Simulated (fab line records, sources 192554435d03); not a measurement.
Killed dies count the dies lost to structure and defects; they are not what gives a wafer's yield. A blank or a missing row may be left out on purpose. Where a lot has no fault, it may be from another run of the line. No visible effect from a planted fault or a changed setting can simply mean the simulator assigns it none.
Which tool did it?    flow n5_finfet    Sampling: 12 lots, 36 wafers, 2 of 1938 route steps

## WHAT THE GAUGES READ, wafer by wafer
N5_BEOL_M14_CD_MEAS_17: the cd target is 250 nm.
lot   measured      on         cd_nm (nm)
L076  day 12 13:52  cd_sem-02  252.4 249.5 250.9
L077  day 12 23:40  cd_sem-01  254.0 254.1 252.6
L078  day 13 05:01  cd_sem-02  249.8 253.6 249.4
L081  day 13 08:49  cd_sem-01  256.0 251.5 253.0
L082  day 14 09:37  cd_sem-02  247.5 247.7 251.2
L086  day 15 01:13  cd_sem-02  251.6 247.6 252.1
L085  day 15 14:20  cd_sem-02  249.9 246.9 248.8
L090  day 16 03:44  cd_sem-02  253.0 251.2 249.3
L089  day 16 19:56  cd_sem-02  249.6 248.9 250.2
L092  day 17 07:26  cd_sem-02  246.9 253.1 250.7
L094  day 17 19:35  cd_sem-01  250.3 249.4 248.6
L097  day 18 13:36  cd_sem-03  249.0 250.6 251.0

## WHICH TOOL RAN EACH LOT (tool, then ch and the chambers of the sampled wafers, then the start)
lot   N5_BEOL_M13_SPUTTER_45
L076  pvd_sputter-03, day 12 11:40
L077  pvd_sputter-01, day 12 20:07
L078  pvd_sputter-03, day 13 02:47
L081  pvd_sputter-03, day 13 06:05
L082  pvd_sputter-02, day 14 07:22
L086  pvd_sputter-01, day 14 22:26
L085  pvd_sputter-03, day 15 11:43
L090  pvd_sputter-01, day 16 00:34
L089  pvd_sputter-02, day 16 17:11
L092  pvd_sputter-01, day 17 05:01
L094  pvd_sputter-01, day 17 16:01
L097  pvd_sputter-03, day 18 11:20
- N5_BEOL_M13_SPUTTER_45: material Cu, target thk 80 nm, time 13.33 s.

## THE ANSWER, worked out from the rows above alone
Rule: usual is defined by the lots themselves. Put in order of their means at a reading, lots are off if they are a third of the lots or fewer, leave a main group of 4 or more, and stand apart from it by a gap of 3 or more times the standard deviation of the main group's means; of several such gaps the widest counts. If all means in a main group match to the digits the tables above print for the reading, that group is not used. A lot without any number at a reading at which 4 lots or more have one is off too. The other lots that the step has rows for count as sound.
Across all readings shown, no lot is off: no conclusion can be drawn from this.

## WHAT THE SIMULATOR HAD PUT IN
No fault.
